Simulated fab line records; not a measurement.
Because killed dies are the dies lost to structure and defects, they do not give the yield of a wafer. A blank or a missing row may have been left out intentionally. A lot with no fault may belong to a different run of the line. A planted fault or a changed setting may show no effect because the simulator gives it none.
Lot-split experiment	flow n5 finfet	39 wafers read across 7 lots, on a route 1938 steps long

SPLIT DETAILS
At N5_SD_EPI_P_EPI_21 (deposits SiGe:B, time 355 s), the setting time s was moved away from the recipe's 355 s on 18 of the 39 wafers read, by -50.4% to +57.7%. This setting was run at the recipe's value on the other wafers.

The reading comes from the split's own step.

THE READING
SiGe-B_of_SD_EPI_P_EPI_21.thk nm (the simulator's own value, which no gauge read), in nm, at N5_SD_EPI_P_EPI_21 (deposits SiGe:B, time 355 s). No usual value for it is given in the file. The 21 wafers here that ran the recipe average 60.6 nm, standard deviation 0.47 nm.

wafer	tool, chamber at the split	time s as run, s	against the recipe	SiGe-B_of_SD_EPI_P_EPI_21.thk nm, nm	against lot-mates on the recipe
L074.1	epi rpcvd-01, 0	559.7	+57.7%	81.8	+21.6
L074.2	epi rpcvd-01, 0	355	recipe	60.4	-
L074.5	epi rpcvd-01, 0	355	recipe	60.4	-
L074.3	epi rpcvd-01, 0	355	recipe	59.8	-
L074.4	epi rpcvd-01, 0	559.7	+57.7%	81.4	+21.2
L074.6	epi rpcvd-01, 0	559.7	+57.7%	82.4	+22.2
L075.1	epi rpcvd-01, 0	466.9	+31.5%	72.6	+11.9
L075.6	epi rpcvd-01, 0	466.9	+31.5%	72.6	+11.9
L075.2	epi rpcvd-01, 0	355	recipe	60.8	-
L075.3	epi rpcvd-01, 0	355	recipe	60.6	-
L075.5	epi rpcvd-01, 0	355	recipe	60.6	-
L075.4	epi rpcvd-01, 0	466.9	+31.5%	73.6	+12.9
L077.1	epi rpcvd-04, 0	355	recipe	60.2	-
L077.2	epi rpcvd-04, 0	355	recipe	60	-
L077.3	epi rpcvd-04, 0	528.4	+48.8%	78.8	+18.8
L077.4	epi rpcvd-04, 0	355	recipe	59.8	-
L077.5	epi rpcvd-04, 0	528.4	+48.8%	79.2	+19.2
L077.6	epi rpcvd-04, 0	528.4	+48.8%	79.4	+19.4
L078.1	epi rpcvd-04, 0	475.3	+33.9%	74.8	+13.9
L078.2	epi rpcvd-04, 0	355	recipe	60.4	-
L078.3	epi rpcvd-04, 0	475.3	+33.9%	74.6	+13.7
L078.4	epi rpcvd-04, 0	355	recipe	61	-
L078.5	epi rpcvd-04, 0	355	recipe	61.2	-
L078.6	epi rpcvd-04, 0	475.3	+33.9%	74.2	+13.3
L079.2	epi rpcvd-01, 0	355	recipe	60.4	-
L079.5	epi rpcvd-01, 0	355	recipe	60.8	-
L079.6	epi rpcvd-01, 0	355	recipe	60.8	-
L089.1	epi rpcvd-03, 0	261.8	-26.3%	48.8	-12.0
L089.2	epi rpcvd-03, 0	355	recipe	61	-
L089.3	epi rpcvd-03, 0	355	recipe	60.2	-
L089.4	epi rpcvd-03, 0	355	recipe	61.2	-
L089.5	epi rpcvd-03, 0	261.8	-26.3%	48.2	-12.6
L089.6	epi rpcvd-03, 0	261.8	-26.3%	48.6	-12.2
L097.1	epi rpcvd-04, 0	176	-50.4%	33.2	-27.9
L097.2	epi rpcvd-04, 0	355	recipe	61.2	-
L097.3	epi rpcvd-04, 0	176	-50.4%	33	-28.1
L097.4	epi rpcvd-04, 0	176	-50.4%	32.8	-28.3
L097.5	epi rpcvd-04, 0	355	recipe	61.6	-
L097.6	epi rpcvd-04, 0	355	recipe	60.6	-

THE FIT
A straight line over all 39 wafers: SiGe-B_of_SD_EPI_P_EPI_21.thk nm changes by +0.434 nm for each +1% of time s; r = +0.99; the points scatter about the line by 1.8 nm.
The same after taking each lot's own level away (the mean of its wafers on the recipe; 39 wafers): +0.441 nm for each +1%; r = +0.99; scatter 1.8 nm.
Per that fit: largest time s move, reading shift of 25 nm.
From 60.00 to 61.13 nm: that is the span of the lots' own levels, equal to 2.4 times the standard deviation above.
So the lot-to-lot level changes the slope little: the two slopes agree.
Check: with one of the wafers moved furthest among these (+57.7%) left out of the fit, the line predicts +24.5 nm for it against its lot-mates. It came out at +21.6 nm against them.

THESE WAFERS: OTHER SPLITS
Note: prior to the reading, these wafers also went through further splits. Each is held against what the fit with the lots' levels taken away leaves over:
other split on the same wafers	wafers away from the commonest value	r with SiGe-B_of_SD_EPI_P_EPI_21.thk nm (lot level and that fit taken away)
N5_FIN_SAQP_SPACER2_ALD_28 target thk a	12	-0.11
N5_SD_EPI_N_EPI_21 time s	18	+0.32

THE WHOLE CHAIN: every reading that the file lists as answering this split, in the file's order
step	what it does	reading	change (the file's fit)	r (the file's)
N5_SD_EPI_P_EPI_21	deposits SiGe:B, time 355 s	SiGe-B_of_SD_EPI_P_EPI_21.thk nm (the simulator's own value, which no gauge read)	+0.431 nm for each +1% of the setting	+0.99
N5_SD_EPI_P_EPI_MEAS_23		thk nm	withheld for each +1% of the setting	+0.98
N5_SD_ACTIVATION_RS_MEAS_03	measures by four-point-probe	RS_SD_P	not straight: 102.1 at the lowest setting, 56.1 at the recipe, 42.0 at the highest	not given

THE FILE'S OWN FIT
SiGe-B_of_SD_EPI_P_EPI_21.thk nm changes by +0.431 nm for each +1% of time s, r = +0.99.
